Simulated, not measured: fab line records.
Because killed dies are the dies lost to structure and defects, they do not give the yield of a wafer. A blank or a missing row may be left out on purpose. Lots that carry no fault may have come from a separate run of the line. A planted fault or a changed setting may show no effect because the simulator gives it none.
Matching of chambers :: flow nandHarc :: rieDiel-08 running NHARC_P_ZERO_WELL_DESCUM_39: 4 sister chambers
The step chemistry O2, time 3 s. 4 wafers are shown with their chamber, then 9 later ones without.

## EACH WAFER AND ITS CHAMBER
wafer: L080.1
chamber: 3
showerheadPlenumPTorr (Torr): 1.95

wafer: L080.2
chamber: 0
showerheadPlenumPTorr (Torr): 1.94

wafer: L083.3
chamber: 2
showerheadPlenumPTorr (Torr): 1.97

wafer: L083.5
chamber: 1
showerheadPlenumPTorr (Torr): 1.79

## WAFERS WITH NO CHAMBER GIVEN
wafer: L085.1
showerheadPlenumPTorr (Torr): 1.95

wafer: L085.3
showerheadPlenumPTorr (Torr): 1.93

wafer: L085.4
showerheadPlenumPTorr (Torr): 1.97

wafer: L090.1
showerheadPlenumPTorr (Torr): 1.97

wafer: L090.2
showerheadPlenumPTorr (Torr): 1.94

wafer: L090.6
showerheadPlenumPTorr (Torr): 1.97

wafer: L092.3
showerheadPlenumPTorr (Torr): 1.92

wafer: L092.4
showerheadPlenumPTorr (Torr): 1.94

wafer: L092.5
showerheadPlenumPTorr (Torr): 1.78

## CHAMBER TAKEN BY EACH
wafer: L085.1
from the rows above: can't be placed: 3 or 0
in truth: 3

wafer: L085.3
from the rows above: can't be placed: 0 or 3
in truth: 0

wafer: L085.4
from the rows above: 2
in truth: 2

wafer: L090.1
from the rows above: 2
in truth: 2

wafer: L090.2
from the rows above: can't be placed: 0 or 3
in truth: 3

wafer: L090.6
from the rows above: 2
in truth: 2

wafer: L092.3
from the rows above: can't be placed: 0 or 3
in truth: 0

wafer: L092.4
from the rows above: can't be placed: 0 or 3
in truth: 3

wafer: L092.5
from the rows above: 1
in truth: 1
Correct placement for 4 of the 9. These rows do not allow placing 5 (true chamber among the candidates in 5). Number placed wrongly: 0.
How it was worked out, from the rows above alone: a wafer's distance from a chamber is the root of the sum, over the readings, of the square of ((its reading less the chamber's mean) divided by the reading's scatter). The wafer belongs to the nearest chamber; if the next one is less than 2 further off, it can't be placed. The mean given for a chamber averages the wafers shown for that chamber. The scatter: with one shown wafer a chamber, the root of the mean of the squares of how far each hidden wafer lies from its nearest shown one.
